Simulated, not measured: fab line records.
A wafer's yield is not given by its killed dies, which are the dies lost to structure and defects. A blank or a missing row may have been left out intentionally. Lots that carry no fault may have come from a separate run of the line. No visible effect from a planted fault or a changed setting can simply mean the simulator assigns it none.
The same fault as seen by 3 desks :: flow n5_finfet :: what lay behind the numbers comes last; until then each desk has only its own

DESK OF THE TOOL OWNER: litho_track-03
The tool's own readings at N5_FIN_SAQP_COAT_10 (resist thk 90 nm): means of the sampled wafers that have a number, for each lot that ran on this tool. The brackets show how far a lot's mean lies from the usual mean; more than 4 standard deviations puts the lot out of limits, marked OUT.
Columns: A = spin_speed_rpm at N5_FIN_SAQP_COAT_10, usual 1499.8 rpm
lot: L529
first seen here: day 2 15:42
A: 1500.8

lot: L530
first seen here: day 2 21:33
A: 1589.3 (+81) OUT

lot: L534
first seen here: day 3 23:38
A: 1587.7 (+80) OUT
This desk's finding: out of limits on L530, L534; first on L530, day 2 21:33 (spin_speed_rpm at N5_FIN_SAQP_COAT_10). Within limits: L529.

THE DEFECT DESK
Counts from the inspections along the route, per lot, as means over the sampled wafers that have a number. The brackets show how far a lot's mean lies from the usual mean; more than 4 standard deviations puts the lot out of limits, marked OUT.
Columns: A = raw_defect_count at N5_FIN_SAQP_INSPECT_18, usual 422
lot: L529
first seen here: day 2 16:08
A: 383

lot: L530
first seen here: day 2 21:51
A: 298

lot: L534
first seen here: day 4 00:04
A: 224

lot: L539
first seen here: day 5 05:50
A: 546

lot: L542
first seen here: day 5 22:04
A: 387

lot: L546
first seen here: day 6 21:41
A: 548
This desk found nothing out of limits on any of the 6 lots.

THE METROLOGY DESK
What the gauges read, lot by lot, whatever tool the lot ran on: means of the sampled wafers that have a number. The brackets show how far a lot's mean lies from the usual mean; more than 4 standard deviations puts the lot out of limits, marked OUT. Readings shown: 7 of its 14, picked as those furthest out on some lot.
Columns: A = cd_nm at N5_FIN_SAQP_CD_MEAS_16, usual 35.64 nm; B = FIN_CORE_OVL at N5_FIN_SAQP_OVL_MEAS_17, usual 0.2 nm; C = IOFF_N at N5_BEOL_M4_RC_MEAS_101, usual 0.153 nA/um; D = ION_N at N5_BEOL_M4_RC_MEAS_101, usual 673 uA/um; E = ION_P at N5_BEOL_M4_RC_MEAS_101, usual 462 uA/um; F = VT_N at N5_BEOL_M4_RC_MEAS_101, usual 250 mV; G = VT_P at N5_BEOL_M4_RC_MEAS_101, usual -250 mV
lot: L529
first seen here: day 2 15:23
A: 35.83
B: 0.7
C: 0.139
D: 669
E: 457
F: 254
G: -251

lot: L530
first seen here: day 2 21:08
A: 35.53
B: -0.2
C: 0.181
D: 683
E: 473
F: 245
G: -245

lot: L534
first seen here: day 3 23:13
A: 35.79
B: 0.5
C: 0.119
D: 656
E: 455
F: 255
G: -252

lot: L539
first seen here: day 5 05:13
A: 35.43
B: 0.1
C: 0.144
D: 666
E: 461
F: 251
G: -250

lot: L542
first seen here: day 5 21:19
A: 35.24
B: 1.9
C: 0.148
D: 671
E: 462
F: 251
G: -250

lot: L546
first seen here: day 6 21:04
A: 35.32
B: -0.2
C: 0.164
D: 671
E: 463
F: 249
G: -248
This desk found nothing out of limits on any of the 6 lots.

TAKEN TOGETHER
An alarm could have come from the tool owner's desk at day 2 21:33, on L530, L534.
No out-of-limits result turned up at the defect desk.
The metrology desk saw nothing out of limits.
The defect desk has L530, L534 on record, within its limits.
The metrology desk holds a record of L530, L534, inside its limits.
On litho_track-03, each named lot ran N5_FIN_SAQP_COAT_10.

WHAT WAS PUT IN BY THE SIMULATOR
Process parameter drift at N5_FIN_SAQP_COAT_10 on litho_track-03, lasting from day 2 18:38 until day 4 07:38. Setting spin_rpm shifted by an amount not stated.
Struck lots among those shown: L530, L534.
Time in hours from fault onset to the first out-of-limits reading at each desk: the tool owner's desk, 3.
